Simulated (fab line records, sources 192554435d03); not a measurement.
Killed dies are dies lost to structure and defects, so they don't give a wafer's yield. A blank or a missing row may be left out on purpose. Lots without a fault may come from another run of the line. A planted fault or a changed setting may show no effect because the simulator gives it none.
Split-lot experiment | flow n5_finfet | 7 lots, 21 wafers read, on a route of 1938 steps

THE SPLIT
At N5_DUMMY_GATE_PECVD_30 (deposits SiO2 from TEOS/O2, target thk 55 nm, time 10.8 s), the setting time_s was moved away from the recipe's 10.8 s on 8 of the 21 wafers read, by -14.9% to +8.1%. The other wafers ran this setting at the recipe's value.

The reading is taken at the split's own step.

THE READING
SiO2_of_DUMMY_GATE_PECVD_30.thk_nm (the simulator's own value, which no gauge read), in nm, at N5_DUMMY_GATE_PECVD_30 (deposits SiO2 from TEOS/O2, target thk 55 nm, time 10.8 s). The file gives no usual value for it. The 13 wafers here that ran the recipe average 54.7 nm, standard deviation 0.79 nm.

wafer  | tool, chamber at the split | time_s as run, s | against the recipe | SiO2_of_DUMMY_GATE_PECVD_30.thk_nm, nm | against lot-mates on the recipe
L077.1 | pecvd-02, 2                | 10.8             | recipe             | 55                                     | -
L077.2 | pecvd-02, 0                | 10.8             | recipe             | 54                                     | -
L077.3 | pecvd-02, 1                | 10.8             | recipe             | 54.6                                   | -
L082.2 | pecvd-03, 0                | 10.8             | recipe             | 55.2                                   | -
L082.3 | pecvd-03, 1                | 10.8             | recipe             | 55.6                                   | -
L082.6 | pecvd-03, 2                | 10.8             | recipe             | 54                                     | -
L084.3 | pecvd-03, 2                | 9.965            | -7.7%              | 48.8                                   | -5.2
L084.5 | pecvd-03, 2                | 10.8             | recipe             | 54                                     | -
L084.6 | pecvd-03, 0                | 9.965            | -7.7%              | 51.4                                   | -2.6
L085.1 | pecvd-03, 2                | 10.8             | recipe             | 53.6                                   | -
L085.5 | pecvd-03, 1                | 10.8             | recipe             | 55.6                                   | -
L085.6 | pecvd-03, 0                | 11.67            | +8.1%              | 61                                     | +6.4
L087.2 | pecvd-04, 1,2              | 9.189            | -14.9%             | 47.8                                   | -7.4
L087.6 | pecvd-04, 1,2              | 9.189            | -14.9%             | 47.8                                   | -7.4
L087.3 | pecvd-04, 2                | 10.8             | recipe             | 55.2                                   | -
L089.2 | pecvd-04, 2                | 10.8             | recipe             | 53.8                                   | -
L089.5 | pecvd-04, 1                | 10.18            | -5.7%              | 53.4                                   | -0.4
L089.6 | pecvd-04, 2                | 10.18            | -5.7%              | 52.2                                   | -1.6
L093.2 | pecvd-02, 2                | 10.8             | recipe             | 54.2                                   | -
L093.3 | pecvd-02, 1                | 10.8             | recipe             | 56.2                                   | -
L093.6 | pecvd-02, 2                | 9.947            | -7.9%              | 51.2                                   | -4.0
Where a row lists several chambers, the file gives one row for several wafers and doesn't say which wafer went through which chamber.

THE FIT
A straight line over all 21 wafers: SiO2_of_DUMMY_GATE_PECVD_30.thk_nm changes by +0.516 nm for each +1% of time_s; r = +0.94; the points scatter about the line by 1 nm.
The same after taking each lot's own level away (the mean of its wafers on the recipe; 21 wafers): +0.522 nm for each +1%; r = +0.94; scatter 1 nm.
On that fit, the largest move of time_s shifts the reading by 7.8 nm.
The lots' own levels span 53.80 to 55.20 nm, that is 1.8 times the standard deviation above.
So the lot-to-lot level changes the slope little: the two slopes agree.
Check: with one of the wafers moved furthest among these (-14.9%) left out of the fit, the line predicts -7.45 nm for it against its lot-mates. It came out at -7.4 nm against them.

OTHER SPLITS ON THESE WAFERS
These wafers also went through other splits before the reading. Each is held against what the fit with the lots' levels taken away leaves over:
other split on the same wafers            | wafers away from the commonest value | r with SiO2_of_DUMMY_GATE_PECVD_30.thk_nm (lot level and that fit taken away)
N5_WELL_APT_PEB_06 peb_time_s             | 8                                    | +0.19
N5_PMOS_HMC_CHANNEL_EPI_EXPOSE_06 dose_mj | 7                                    | +0.19
N5_PMOS_HMC_CHANNEL_EPI_PEB_07 peb_temp_c | 4                                    | -0.16
N5_FIN_SAQP_HM_DEP_03 time_s              | 6                                    | -0.10
N5_FIN_SAQP_EXPOSE_13 dose_mj             | 6                                    | +0.43
N5_FIN_CUT_COAT_02 spin_rpm               | 6                                    | -0.04

THE FILE'S OWN FIT
SiO2_of_DUMMY_GATE_PECVD_30.thk_nm changes by +0.518 nm for each +1% of time_s, r = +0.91.
